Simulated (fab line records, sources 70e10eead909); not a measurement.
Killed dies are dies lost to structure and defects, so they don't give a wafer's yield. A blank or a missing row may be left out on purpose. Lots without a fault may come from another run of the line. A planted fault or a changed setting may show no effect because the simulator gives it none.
Which tool did it? | flow nand_harc | 14 lots, 42 wafers sampled, at 4 steps of a route of 1302

WHAT THE GAUGES READ, wafer by wafer
NHARC_P_GATE_CD_MEAS_33. Usual: cd_nm 120 nm, standard deviation 3.7.
lot  | measured     | on        | cd_nm (nm)  | flag
L528 | day 5 05:12  | cd_sem-01 | 116 124 114 |
L531 | day 6 11:20  | cd_sem-01 | 121 122 120 |
L532 | day 6 18:14  | cd_sem-03 | 120 117 116 |
L533 | day 7 10:38  | cd_sem-03 | 121 115 119 |
L534 | day 7 12:41  | cd_sem-02 | 119 115 117 |
L535 | day 8 03:38  | cd_sem-02 | 120 126 123 |
L539 | day 9 20:23  | cd_sem-03 | 117 113 127 |
L540 | day 10 07:59 | cd_sem-01 | 117 122 119 |
L545 | day 12 01:47 | cd_sem-03 | 123 120 118 |
L546 | day 12 17:54 | cd_sem-01 | 129 120 125 |
L548 | day 13 13:23 | cd_sem-02 | 124 120 125 |
L549 | day 13 19:46 | cd_sem-03 | 126 115 123 |
L550 | day 14 11:34 | cd_sem-03 | 116 125 120 |
L551 | day 14 19:00 | cd_sem-02 | 111 120 113 |

NHARC_P_CONTACT_OVL_MEAS_13. Usual: overlay_x_nm -0.1 nm, standard deviation 0.84; overlay_y_nm -0.2 nm, standard deviation 0.94.
lot  | measured     | on         | overlay_x_nm (nm) | overlay_y_nm (nm) | flag
L528 | day 6 00:13  | overlay-01 | -0.1 -0.1 -0.1    | -0.4 0.4 -0.1     |
L531 | day 7 09:06  | overlay-02 | 0.8 0.7 1.0       | -1.0 -1.0 -1.2    |
L532 | day 7 15:26  | overlay-02 | 0.2 1.3 0.7       | -1.3 -1.1 -1.2    |
L533 | day 8 05:46  | overlay-02 | -1.7 -1.4 -0.6    | -0.4 -1.2 -0.4    |
L534 | day 8 07:47  | overlay-02 | -1.8 -1.0 -1.3    | -0.7 -1.0 -0.6    |
L535 | day 8 22:56  | overlay-01 | -0.7 -0.3 -0.8    | 1.1 0.3 0.3       |
L539 | day 10 21:54 | overlay-01 | -0.9 0.0 -0.1     | -2.4 -1.9 -2.4    |
L540 | day 11 03:10 | overlay-02 | -0.7 -0.6 -0.3    | 0.6 -0.1 0.0      |
L545 | day 12 23:07 | overlay-01 | 0.2 0.4 0.2       | -1.0 -0.2 -0.8    |
L546 | day 13 12:47 | overlay-02 | 2.3 1.8 1.9       | -0.1 0.2 -0.9     |
L548 | day 14 08:38 | overlay-01 | -1.1 -1.1 -1.2    | -0.8 -0.1 -0.5    |
L549 | day 14 14:52 | overlay-01 | 0.4 0.7 0.5       | -1.4 -0.9 -0.4    |
L550 | day 15 06:32 | overlay-01 | 0.4 0.5 0.2       | -1.5 -1.4 -1.1    |
L551 | day 15 14:29 | overlay-01 | -1.1 -0.5 -1.1    | 1.7 1.2 2.2       |

WHICH TOOL RAN EACH LOT (tool, then ch and the chambers of the sampled wafers, then the start)
lot  | NHARC_P_GATE_PRE_CLEAN_110   | NHARC_P_CONTACT_DEP_00
L528 | pvd_sputter-02, day 5 21:37  | pecvd-04 ch 0,2, day 6 00:13 or earlier
L531 | pvd_sputter-02, day 7 06:29  | pecvd-02 ch 0,1,2, day 7 09:06 or earlier
L532 | pvd_sputter-02, day 7 12:57  | pecvd-01 ch 0,1,2, day 7 15:26 or earlier
L533 | pvd_sputter-02, day 8 03:16  | pecvd-02 ch 0,2, day 8 05:46 or earlier
L534 | pvd_sputter-01, day 8 05:11  | pecvd-01 ch 0,2, day 8 07:47 or earlier
L535 | pvd_sputter-01, day 8 20:19  | pecvd-01 ch 1,2, day 8 22:56 or earlier
L539 | pvd_sputter-03, day 10 19:18 | pecvd-04 ch 0,1,2, day 10 21:54 or earlier
L540 | pvd_sputter-03, day 11 00:35 | pecvd-02 ch 0,1, day 11 03:10 or earlier
L545 | pvd_sputter-03, day 12 20:31 | pecvd-02 ch 0,1,2, day 12 23:07 or earlier
L546 | pvd_sputter-02, day 13 10:19 | pecvd-02 ch 0,1,2, day 13 12:47 or earlier
L548 | pvd_sputter-03, day 14 06:02 | pecvd-04 ch 0,2, day 14 08:38 or earlier
L549 | pvd_sputter-03, day 14 12:16 | pecvd-04 ch 0,1, day 14 14:52 or earlier
L550 | pvd_sputter-02, day 15 03:56 | pecvd-04 ch 0,1,2, day 15 06:32 or earlier
L551 | pvd_sputter-02, day 15 11:39 | pecvd-04 ch 0,2, day 15 12:58
- NHARC_P_GATE_PRE_CLEAN_110: time 30 s.
- NHARC_P_CONTACT_DEP_00: deposits SiO2, target thk 500 nm.

WHAT THE TOOLS THEMSELVES READ (means of the sampled wafers that have a number; where no wafer has one, the mark that the record gives instead)
NHARC_P_GATE_PRE_CLEAN_110. Usual: bias_v 200.0 V, standard deviation 2.
lot  | tool           | bias_v (V) | flag
L528 | pvd_sputter-02 | 197.4      |
L531 | pvd_sputter-02 | 197.9      |
L532 | pvd_sputter-02 | 199.2      |
L533 | pvd_sputter-02 | 199.0      |
L534 | pvd_sputter-01 | 200.3      |
L535 | pvd_sputter-01 | 198.1      |
L539 | pvd_sputter-03 | -          | OFF
L540 | pvd_sputter-03 | -          | OFF
L545 | pvd_sputter-03 | 201.0      |
L546 | pvd_sputter-02 | 200.3      |
L548 | pvd_sputter-03 | 199.0      |
L549 | pvd_sputter-03 | 200.9      |
L550 | pvd_sputter-02 | 201.2      |
L551 | pvd_sputter-02 | 201.5      |

NHARC_P_CONTACT_DEP_00. Usual: heater_power_outer_w 341 W, standard deviation 100; heater_power_w 592 W, standard deviation 140; throttle_valve_pct 15.8 %, standard deviation 0.46.
lot  | tool     | heater_power_outer_w (W) | heater_power_w (W) | throttle_valve_pct (%) | flag
L528 | pecvd-04 | 362                      | 642                | 16.0                   |
L531 | pecvd-02 | 353                      | 609                | 15.8                   |
L532 | pecvd-01 | 317                      | 566                | 16.0                   |
L533 | pecvd-02 | 274                      | 509                | 15.5                   |
L534 | pecvd-01 | 287                      | 493                | 15.8                   |
L535 | pecvd-01 | 407                      | 710                | 16.0                   |
L539 | pecvd-04 | 310                      | 536                | 16.3                   |
L540 | pecvd-02 | 279                      | 526                | 15.7                   |
L545 | pecvd-02 | 334                      | 600                | 15.5                   |
L546 | pecvd-02 | 365                      | 630                | 15.5                   |
L548 | pecvd-04 | 366                      | 633                | 15.9                   |
L549 | pecvd-04 | 289                      | 483                | 16.5                   |
L550 | pecvd-04 | 335                      | 577                | 16.3                   |
L551 | pecvd-04 | 355                      | 640                | 16.0                   |

THE ANSWER, worked out from the rows above alone
Rule: a lot is off if the mean of its wafers that have a number lies more than 3 standard deviations from the usual mean. A lot without any number at a reading at which 4 lots or more have one is off too. The other lots that the step has rows for count as sound. The gauges are gone through in route order, then the tools' own readings, and for those a lot's mean is taken as printed above. The first step at which some lot is off is used, and at that step the reading that is off furthest; a lot without a number counts as furthest.
Off: L539, L540, at NHARC_P_GATE_PRE_CLEAN_110 (bias_v). Without a number there: L539, L540.
A tool fits if, at that step or a process step before it, it ran every lot that is off, and no sound lot after the first of them. None of those tried fits.

WHAT THE SIMULATOR HAD PUT IN
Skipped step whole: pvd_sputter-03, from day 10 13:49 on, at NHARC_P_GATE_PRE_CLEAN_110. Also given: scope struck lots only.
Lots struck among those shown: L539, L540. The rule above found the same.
